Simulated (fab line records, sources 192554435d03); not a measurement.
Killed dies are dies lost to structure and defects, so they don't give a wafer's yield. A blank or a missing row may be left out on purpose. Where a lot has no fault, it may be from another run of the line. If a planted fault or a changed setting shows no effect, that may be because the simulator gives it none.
fab line records :: flow n5-finfet
record
  lots=4
  wafers=12
  last-day=17
route steps=1938 shown FIN_SAQP@138 FIN_CUT@154 BEOL_M4@1111
lots that met no fault: from a run of the same line without faults
start-h: the number of hours between the record's first day and the start of the first shown wafer of the lot :: wait-h: hours elapsed since this lot's preceding step :: " unchanged from the row above :: L1.1+2: a single row standing in for several wafers :: - no value, or no start was given :: * or withheld: withheld :: < > ~ a bound
route shown NAME@n: NAME is a module with steps in the file, n the number in the route of the first one :: usual: average and standard deviation across the fault-free wafers :: same: alike in all rows :: chamber/n: place in a boat :: sites: readings site by site :: _std_site: their standard deviation :: _edge_site: outer sites' mean less inner sites' :: radius-mm: for every site, how far away it sits from the centre of the wafer :: mask NAME#n: copy n :: behind: the most recent tool/chamber to have shaped the wafer :: hold: cause of the lot's hold/its duration in hours/its outcome :: device: which transistor (n, p or np) failed to switch :: end of line: at the end of the route, the tests of the same wafers :: step lacking rows: just its recipe :: killed: count of dies lost to structure and defects at first sort (not the wafer's yield) :: map: per-die view of a wafer (x killed, . not killed, _ where there is no die)
set.NAME: the setting as run; set.NAME@STEP: as run at that earlier step :: model.NAME: the simulator's own value behind a step, which no gauge read
lots at selected steps of the route; one table per step, one row per wafer
services: from which hour (start-h, from the record's first day; less than 0 if before it) a tool's chamber was out of use, for how many hours, and why
## steps
# step N5_FIN_SAQP_SPACER2_ALD_28
# recipe
  material=SiO2
  target-thk-a=81
  temp-c=300
  ald-precursor-family=BDEAS
  ald-co-reactant=O2-plasma
  pulse-time-s=1
  purge-time-s=2
  co-reactant-purge-time-s=2
  pressure-torr=2
# step N5_FIN_SAQP_SPACER2_ETCHBACK_29
# recipe
  chemistry=CHF3/O2
  mode=anisotropic-etchback
  target=SiO2
  target-depth-a=122
  time-s=6.1
  pressure-mtorr=30
  source-w=650
  bias-w=170
  Ar_flow_sccm=200
  CHF3_flow_sccm=50
  O2_flow_sccm=5
  ion-energy-ev=200
# step N5_FIN_SAQP_MANDREL2_REMOVE_60
# recipe
  chemistry=HBr/Cl2/O2
  bt-time-s=10
  target=a-Si
  stop-on=SiNx
  endpoint=OES-SiCl
  over-etch-frac=1
  icp-w=600
  bias-w=22
  HBr_flow_sccm=150
  Cl2_flow_sccm=80
  O2_flow_sccm=5
  pressure-mtorr=10
# step N5_FIN_SAQP_HM_OPEN_33
# recipe
  chemistry=CH3F/O2
  target=SiNx
  mask-material=SiO2
  target-depth-a=494
  time-s=70.6
  pressure-mtorr=30
  source-w=395
  bias-w=73
  Ar_flow_sccm=150
  CH3F_flow_sccm=30
  O2_flow_sccm=20
  ion-energy-ev=120
  ends=cleared
# step N5_FIN_SAQP_ETCH_34
# recipe
  chemistry=C4F6/O2
  target=SiO2
  target-depth-a=450
  time-s=15
  ion-energy-ev=250
  pressure-mtorr=30
  source-w=345
  bias-w=185
  Ar_flow_sccm=300
  C4F6_flow_sccm=10
  O2_flow_sccm=10
  ends=cleared
# step N5_FIN_SAQP_STRIP_77
# recipe
  chemistry=N2/H2
  time-s=90
  power-w=100
  temp-c=40
  pressure-mtorr=100
  rf-frequency-hz=6e+07
  bias-power-w=3
  n2-flow-sccm=300
  h2-flow-sccm=300
# step N5_FIN_SAQP_ETCH_64
# recipe
  chemistry=CF4
  target=SiO2
  target-depth-a=15
  ion-energy-ev=350
  pressure-mtorr=10
  icp-w=800
  bias-w=400
  cf4-flow-sccm=80
# step N5_FIN_SAQP_FIN_ETCH_36
# recipe
  chemistry=HBr/Cl2/O2
  target-depth-a=1200
  mask-material=SiNx
  time-s=50.4
  bias-w=102
  pressure-mtorr=10
  icp-w=800
  HBr_flow_sccm=150
  Cl2_flow_sccm=80
  O2_flow_sccm=12
# step N5_FIN_SAQP_PRECLEAN_38
# recipe
  chemistry=O3/DIW
  time-s=45
  temp-c=22
  o3-ppm=10
# step N5_FIN_SAQP_PRECLEAN_45
# recipe
  chemistry=dHF
  time-s=10
  dilution=500:1
  temp-c=25
lot.wafer: L732.1+4+6
tool: wet-bench-04
chamber: 6,3,5
start-h: 55.75
wait-h: 0.0

lot.wafer: L743.4+5+6
tool: wet-bench-04
chamber: 0,7,1
start-h: 130.34
wait-h: 0.0

lot.wafer: L744.3+4+6
tool: wet-bench-04
chamber: 3,0,1
start-h: 135.78
wait-h: 0.0

lot.wafer: L749.3+4+5
tool: wet-bench-01
chamber: 2,4,1
start-h: 159.69
wait-h: 0.0
# step N5_FIN_SAQP_SRD_39
# recipe
  dry=ipa-marangoni
  time-s=30
  temp-c=23
  rinse-liquid=diw
# step N5_FIN_SAQP_INSPECT_40
# recipe
  inspect-instrument=brightfield
  mode=aei
# usual
  raw-defect-count=227/70
lot.wafer: L732.1
tool: defect-inspect-02
chamber: -
start-h: 55.82
wait-h: 0.0
raw-defect-count: 145

lot.wafer: L732.4
tool: defect-inspect-02
chamber: -
start-h: 55.82
wait-h: 0.0
raw-defect-count: 164

lot.wafer: L732.6
tool: defect-inspect-02
chamber: -
start-h: 55.82
wait-h: 0.0
raw-defect-count: 171

lot.wafer: L743.4
tool: defect-inspect-01
chamber: -
start-h: 130.41
wait-h: 0.0
raw-defect-count: 753

lot.wafer: L743.5
tool: defect-inspect-01
chamber: -
start-h: 130.41
wait-h: 0.0
raw-defect-count: 788

lot.wafer: L743.6
tool: defect-inspect-01
chamber: -
start-h: 130.41
wait-h: 0.0
raw-defect-count: 786

lot.wafer: L744.3
tool: defect-inspect-02
chamber: -
start-h: 135.86
wait-h: 0.0
raw-defect-count: 799

lot.wafer: L744.4
tool: defect-inspect-02
chamber: -
start-h: 135.86
wait-h: 0.0
raw-defect-count: 785

lot.wafer: L744.6
tool: defect-inspect-02
chamber: -
start-h: 135.86
wait-h: 0.0
raw-defect-count: 873

lot.wafer: L749.3
tool: defect-inspect-01
chamber: -
start-h: 159.76
wait-h: 0.0
raw-defect-count: 305

lot.wafer: L749.4
tool: defect-inspect-01
chamber: -
start-h: 159.76
wait-h: 0.0
raw-defect-count: 155

lot.wafer: L749.5
tool: defect-inspect-01
chamber: -
start-h: 159.76
wait-h: 0.0
raw-defect-count: 301
# step N5_FIN_CUT_COAT_18
# recipe
  resist=SOC
  temp-c=250
  time-s=60
  spin-rpm=1500
  resist-thk-nm=230
# step N5_FIN_CUT_COAT_19
# recipe
  resist=SiARC
  temp-c=220
  time-s=60
  spin-rpm=1500
  resist-thk-nm=20
# step N5_FIN_CUT_COAT_29
# recipe
  resist=underlayer
  temp-c=205
  time-s=60
  spin-rpm=1500
  resist-thk-nm=10
# step N5_FIN_CUT_COAT_02
# recipe
  resist=CAR-EUV
  spin-rpm=1500
  resist-thk-nm=30
# step N5_FIN_CUT_EBR_04
# recipe
  solvent=PGMEA
  ebr-width-mm=1.5
# step N5_FIN_CUT_SOFTBAKE_03
# recipe
  temp-c=110
  time-s=60
  resist=CAR-EUV
# step N5_FIN_CUT_EXPOSE_05
# recipe
  mask-id=FIN_CUT
  na=0.33
  source-shape=annular
  sigma-inner=0.35
  sigma-outer=0.8
  polarization=unpolarized
  dose-mj=45.75
# step N5_FIN_CUT_PEB_06
# recipe
  peb-temp-c=100
  peb-time-s=60
  resist=CAR-EUV
# step N5_FIN_CUT_DEVELOP_07
# recipe
  develop-time-s=30
  developer=TMAH
  resist=CAR-EUV
  rinse-liquid=surfactant-rinse
  dry=air-spin
  dev-temp-c=23
# step N5_FIN_CUT_INSPECT_10
# recipe
  mode=adi
  inspect-instrument=brightfield
# usual
  raw-defect-count=42/11
lot.wafer: L732.1
tool: defect-inspect-02
chamber: -
start-h: 56.34
wait-h: 0.1
raw-defect-count: 41

lot.wafer: L732.4
tool: defect-inspect-02
chamber: -
start-h: 56.34
wait-h: 0.1
raw-defect-count: 43

lot.wafer: L732.6
tool: defect-inspect-02
chamber: -
start-h: 56.34
wait-h: 0.1
raw-defect-count: 32

lot.wafer: L743.4
tool: defect-inspect-01
chamber: -
start-h: 130.93
wait-h: 0.0
raw-defect-count: 600

lot.wafer: L743.5
tool: defect-inspect-01
chamber: -
start-h: 130.93
wait-h: 0.0
raw-defect-count: 670

lot.wafer: L743.6
tool: defect-inspect-01
chamber: -
start-h: 130.93
wait-h: 0.0
raw-defect-count: 656

lot.wafer: L744.3
tool: defect-inspect-02
chamber: -
start-h: 136.25
wait-h: 0.0
raw-defect-count: 650

lot.wafer: L744.4
tool: defect-inspect-02
chamber: -
start-h: 136.25
wait-h: 0.0
raw-defect-count: 633

lot.wafer: L744.6
tool: defect-inspect-02
chamber: -
start-h: 136.25
wait-h: 0.0
raw-defect-count: 663

lot.wafer: L749.3
tool: defect-inspect-01
chamber: -
start-h: 160.28
wait-h: 0.0
raw-defect-count: 52

lot.wafer: L749.4
tool: defect-inspect-01
chamber: -
start-h: 160.28
wait-h: 0.0
raw-defect-count: 19

lot.wafer: L749.5
tool: defect-inspect-01
chamber: -
start-h: 160.28
wait-h: 0.0
raw-defect-count: 48
# step N5_FIN_CUT_DESCUM_13
# recipe
  chemistry=O2
  time-s=7
  source-power-w=50
  bias-power-w=20
  pressure-mtorr=20
  rf-frequency-hz=2.712e+07
  temp-c=40
  resist=CAR-EUV
  o2-flow-sccm=225
# step N5_FIN_CUT_ETCH_30
# recipe
  chemistry=N2/H2
  target=underlayer
  target-depth-a=130
  mask-material=CAR-EUV
  time-s=10.4
  ion-energy-ev=200
  pressure-mtorr=30
  source-w=840
  bias-w=150
  n2-flow-sccm=200
  h2-flow-sccm=200
  ends=cleared
# step N5_FIN_CUT_ETCH_20
# recipe
  chemistry=CF4
  target=SiARC
  target-depth-a=260
  mask-material=CAR-EUV
  time-s=43.3
  ion-energy-ev=80
  pressure-mtorr=40
  source-w=545
  bias-w=36
  Ar_flow_sccm=100
  cf4-flow-sccm=100
  ends=cleared
# step N5_FIN_CUT_ETCH_21
# recipe
  chemistry=N2/H2
  target=SOC
  target-depth-a=2190
  overetch-a=438
  mask-material=SiARC
  temp-c=40
  ion-energy-ev=100
  bias-w=61
  time-s=523.5
  pressure-mtorr=30
  source-w=850
  n2-flow-sccm=200
  h2-flow-sccm=200
# step N5_FIN_CUT_STRIP_23
# recipe
  chemistry=N2/H2
  temp-c=40
  n2-flow-sccm=200
  h2-flow-sccm=200
  rf-frequency-hz=6e+07
# step N5_FIN_CUT_STRIP_31
# recipe
  chemistry=N2/H2
  temp-c=40
  n2-flow-sccm=200
  h2-flow-sccm=200
  rf-frequency-hz=6e+07
# step N5_FIN_CUT_STRIP_24
# recipe
  chemistry=CF4
  resist=SiARC
  power-w=300
  bias-power-w=75
  pressure-mtorr=50
  cf4-flow-sccm=150
  rf-frequency-hz=6e+07
# step N5_FIN_CUT_CUT_ETCH_26
# recipe
  chemistry=CH3F/O2
  target=SiNx
  target-depth-a=390
  mask-material=SOC
  time-s=55.7
  pressure-mtorr=30
  source-w=395
  bias-w=73
  Ar_flow_sccm=150
  CH3F_flow_sccm=30
  O2_flow_sccm=20
  ion-energy-ev=120
# step N5_FIN_CUT_CUT_ETCH_27
# recipe
  chemistry=CHF3/O2
  target=SiO2
  target-depth-a=40
  mask-material=SOC
  overetch-a=20
  time-s=4.9
  pressure-mtorr=30
  source-w=650
  bias-w=170
  Ar_flow_sccm=200
  CHF3_flow_sccm=50
  O2_flow_sccm=5
  ion-energy-ev=200
# step N5_FIN_CUT_PRECLEAN_35
# recipe
  time-s=13.3
  temp-c=45
  pressure-torr=125
  p-hf-torr=3
  p-coreactant-torr=25
  chemistry=vHF
# step N5_FIN_CUT_CUT_ETCH_15
# recipe
  chemistry=HBr/Cl2/O2
  target=Si
  target-depth-a=1000
  bt-time-s=10
  mask-material=SOC
  time-s=42.4
  ion-energy-ev=*
  bias-w=*
  pressure-mtorr=10
  icp-w=800
  HBr_flow_sccm=150
  Cl2_flow_sccm=80
  O2_flow_sccm=12
# step N5_FIN_CUT_CUT_ETCH_28
# recipe
  chemistry=HBr/Cl2/O2
  target=Si
  target-depth-a=60
  mask-material=SOC
  time-s=2.4
  ion-energy-ev=*
  bias-w=*
  pressure-mtorr=10
  icp-w=800
  HBr_flow_sccm=150
  Cl2_flow_sccm=80
  O2_flow_sccm=12
# step N5_FIN_CUT_STRIP_22
# recipe
  chemistry=N2/H2
  power-w=500
  temp-c=40
  pressure-mtorr=50
  rf-frequency-hz=6e+07
  overash-fraction=0.3
  bias-power-w=8
  h2-frac=0.5
  n2-flow-sccm=300
  h2-flow-sccm=300
# step N5_FIN_CUT_PRECLEAN_36
# recipe
  chemistry=O3/DIW
  time-s=60
  temp-c=22
  o3-ppm=10
# step N5_FIN_CUT_INSPECT_17
# recipe
  inspect-instrument=brightfield
  mode=aei
# usual
  raw-defect-count=229/68
lot.wafer: L732.1
tool: defect-inspect-02
chamber: -
start-h: 57.93
wait-h: 0.0
raw-defect-count: 145

lot.wafer: L732.4
tool: defect-inspect-02
chamber: -
start-h: 57.93
wait-h: 0.0
raw-defect-count: 155

lot.wafer: L732.6
tool: defect-inspect-02
chamber: -
start-h: 57.93
wait-h: 0.0
raw-defect-count: 165

lot.wafer: L743.4
tool: defect-inspect-01
chamber: -
start-h: 131.88
wait-h: 0.0
raw-defect-count: 737

lot.wafer: L743.5
tool: defect-inspect-01
chamber: -
start-h: 131.88
wait-h: 0.0
raw-defect-count: 798

lot.wafer: L743.6
tool: defect-inspect-01
chamber: -
start-h: 131.88
wait-h: 0.0
raw-defect-count: 789

lot.wafer: L744.3
tool: defect-inspect-02
chamber: -
start-h: 137.23
wait-h: 0.0
raw-defect-count: 802

lot.wafer: L744.4
tool: defect-inspect-02
chamber: -
start-h: 137.23
wait-h: 0.0
raw-defect-count: 785

lot.wafer: L744.6
tool: defect-inspect-02
chamber: -
start-h: 137.23
wait-h: 0.0
raw-defect-count: 854

lot.wafer: L749.3
tool: defect-inspect-01
chamber: -
start-h: 161.22
wait-h: 0.0
raw-defect-count: 330

lot.wafer: L749.4
tool: defect-inspect-01
chamber: -
start-h: 161.22
wait-h: 0.0
raw-defect-count: 171

lot.wafer: L749.5
tool: defect-inspect-01
chamber: -
start-h: 161.22
wait-h: 0.0
raw-defect-count: 294
# step N5_BEOL_M4_RC_MEAS_101
# usual
  DIBL_N=36.3/1.2
  DIBL_P=36.7/1.5
  IOFF_N=0.164/0.02
  IOFF_P=0.214/0.024
  ION_N=673/8.5
  ION_P=461/5.9
  SS_N=71.6/0.44
  SS_P=73.3/0.55
  VT_N=249.4/2.4
  VT_P=-250.0/2.3
lot.wafer: L732.1
tool: prober-01
chamber: 0
start-h: 205.52
wait-h: 0.0
DIBL_N[mV/V]: 36.2
DIBL_P[mV/V]: 36.5
IOFF_N[nA/um]: 0.157
IOFF_P[nA/um]: 0.238
ION_N[uA/um]: 679
ION_P[uA/um]: 466
SS_N[mV/dec]: 71.6
SS_P[mV/dec]: 73.2
VT_N[mV]: 245.6
VT_P[mV]: -245.9

lot.wafer: L732.4
tool: prober-01
chamber: 0
start-h: 205.52
wait-h: 0.0
DIBL_N[mV/V]: 36.4
DIBL_P[mV/V]: 36.6
IOFF_N[nA/um]: 0.157
IOFF_P[nA/um]: 0.240
ION_N[uA/um]: 678
ION_P[uA/um]: 471
SS_N[mV/dec]: 71.6
SS_P[mV/dec]: 73.6
VT_N[mV]: 247.3
VT_P[mV]: -247.6

lot.wafer: L732.6
tool: prober-01
chamber: 0
start-h: 205.52
wait-h: 0.0
DIBL_N[mV/V]: 39.1
DIBL_P[mV/V]: 39.8
IOFF_N[nA/um]: 0.214
IOFF_P[nA/um]: 0.295
ION_N[uA/um]: 692
ION_P[uA/um]: 475
SS_N[mV/dec]: 72.5
SS_P[mV/dec]: 73.6
VT_N[mV]: 248.0
VT_P[mV]: -244.1

lot.wafer: L743.4
tool: prober-02
chamber: 0
start-h: 269.64
wait-h: 0.5
DIBL_N[mV/V]: 35.1
DIBL_P[mV/V]: 35.0
IOFF_N[nA/um]: 0.141
IOFF_P[nA/um]: 0.202
ION_N[uA/um]: 673
ION_P[uA/um]: 470
SS_N[mV/dec]: 71.4
SS_P[mV/dec]: 73.9
VT_N[mV]: 250.7
VT_P[mV]: -248.7

lot.wafer: L743.5
tool: prober-02
chamber: 0
start-h: 269.64
wait-h: 0.5
DIBL_N[mV/V]: 36.4
DIBL_P[mV/V]: 36.7
IOFF_N[nA/um]: 0.170
IOFF_P[nA/um]: 0.235
ION_N[uA/um]: 684
ION_P[uA/um]: 469
SS_N[mV/dec]: 71.8
SS_P[mV/dec]: 73.5
VT_N[mV]: 247.5
VT_P[mV]: -247.0

lot.wafer: L743.6
tool: prober-02
chamber: 0
start-h: 269.64
wait-h: 0.5
DIBL_N[mV/V]: 36.2
DIBL_P[mV/V]: 35.9
IOFF_N[nA/um]: 0.164
IOFF_P[nA/um]: 0.214
ION_N[uA/um]: 674
ION_P[uA/um]: 464
SS_N[mV/dec]: 71.7
SS_P[mV/dec]: 73.3
VT_N[mV]: 249.1
VT_P[mV]: -249.4

lot.wafer: L744.3
tool: prober-02
chamber: 0
start-h: 283.15
wait-h: 0.3
DIBL_N[mV/V]: 36.9
DIBL_P[mV/V]: 38.5
IOFF_N[nA/um]: 0.214
IOFF_P[nA/um]: 0.250
ION_N[uA/um]: 692
ION_P[uA/um]: 473
SS_N[mV/dec]: 72.3
SS_P[mV/dec]: 74.0
VT_N[mV]: 243.5
VT_P[mV]: -248.5

lot.wafer: L744.4
tool: prober-02
chamber: 0
start-h: 283.15
wait-h: 0.3
DIBL_N[mV/V]: 36.1
DIBL_P[mV/V]: 36.1
IOFF_N[nA/um]: 0.174
IOFF_P[nA/um]: 0.210
ION_N[uA/um]: 674
ION_P[uA/um]: 466
SS_N[mV/dec]: 72.0
SS_P[mV/dec]: 73.3
VT_N[mV]: 249.3
VT_P[mV]: -251.5

lot.wafer: L744.6
tool: prober-02
chamber: 0
start-h: 283.15
wait-h: 0.3
DIBL_N[mV/V]: 36.5
DIBL_P[mV/V]: 37.8
IOFF_N[nA/um]: 0.187
IOFF_P[nA/um]: 0.233
ION_N[uA/um]: 680
ION_P[uA/um]: 459
SS_N[mV/dec]: 71.7
SS_P[mV/dec]: 73.5
VT_N[mV]: 244.2
VT_P[mV]: -249.7

lot.wafer: L749.3
tool: prober-02
chamber: 0
start-h: 303.10
wait-h: 0.3
DIBL_N[mV/V]: 37.8
DIBL_P[mV/V]: 37.9
IOFF_N[nA/um]: 0.176
IOFF_P[nA/um]: 0.228
ION_N[uA/um]: 681
ION_P[uA/um]: 468
SS_N[mV/dec]: 71.1
SS_P[mV/dec]: 72.6
VT_N[mV]: 248.3
VT_P[mV]: -247.1

lot.wafer: L749.4
tool: prober-02
chamber: 0
start-h: 303.10
wait-h: 0.3
DIBL_N[mV/V]: 37.9
DIBL_P[mV/V]: 38.0
IOFF_N[nA/um]: 0.180
IOFF_P[nA/um]: 0.226
ION_N[uA/um]: 679
ION_P[uA/um]: 464
SS_N[mV/dec]: 72.1
SS_P[mV/dec]: 73.4
VT_N[mV]: 246.9
VT_P[mV]: -251.0

lot.wafer: L749.5
tool: prober-02
chamber: 0
start-h: 303.10
wait-h: 0.3
DIBL_N[mV/V]: 38.6
DIBL_P[mV/V]: 39.1
IOFF_N[nA/um]: 0.198
IOFF_P[nA/um]: 0.242
ION_N[uA/um]: 687
ION_P[uA/um]: 467
SS_N[mV/dec]: 72.2
SS_P[mV/dec]: 73.1
VT_N[mV]: 246.9
VT_P[mV]: -250.7
## services
tool: wet-bench-01
chamber: -
start-h: 86.46
hours: 1.7
kind: repair
## key
first-sign
  step=N5_FIN_SAQP_INSPECT_40
  reading=raw-defect-count
  direction=up
  sigmas=8.1
  usual=227
  struck=797
effect
  step=N5_FIN_CUT_INSPECT_10
  reading=raw-defect-count
  direction=up
  sigmas=53
  usual=42
  struck=645
effect
  step=N5_FIN_CUT_INSPECT_17
  reading=raw-defect-count
  direction=up
  sigmas=8.3
  usual=229
  struck=794
met-at N5_FIN_SAQP_PRECLEAN_45
struck-wafers L743.4,L743.5,L743.6,L744.3,L744.4,L744.6
rows-end L743.4,L743.5,L743.6,L744.3,L744.4,L744.6
onset-between 55.75 130.34
fault
  kind=chamber-particle-source
  tool=wet-bench-04
  chamber=-
  onset-h=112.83
  steps=N5_FIN_SAQP_PRECLEAN_45
  rate-per-visit-cm2=0.92919
# rows-end: these wafers met a further fault down the route, and their rows from its step on are left out
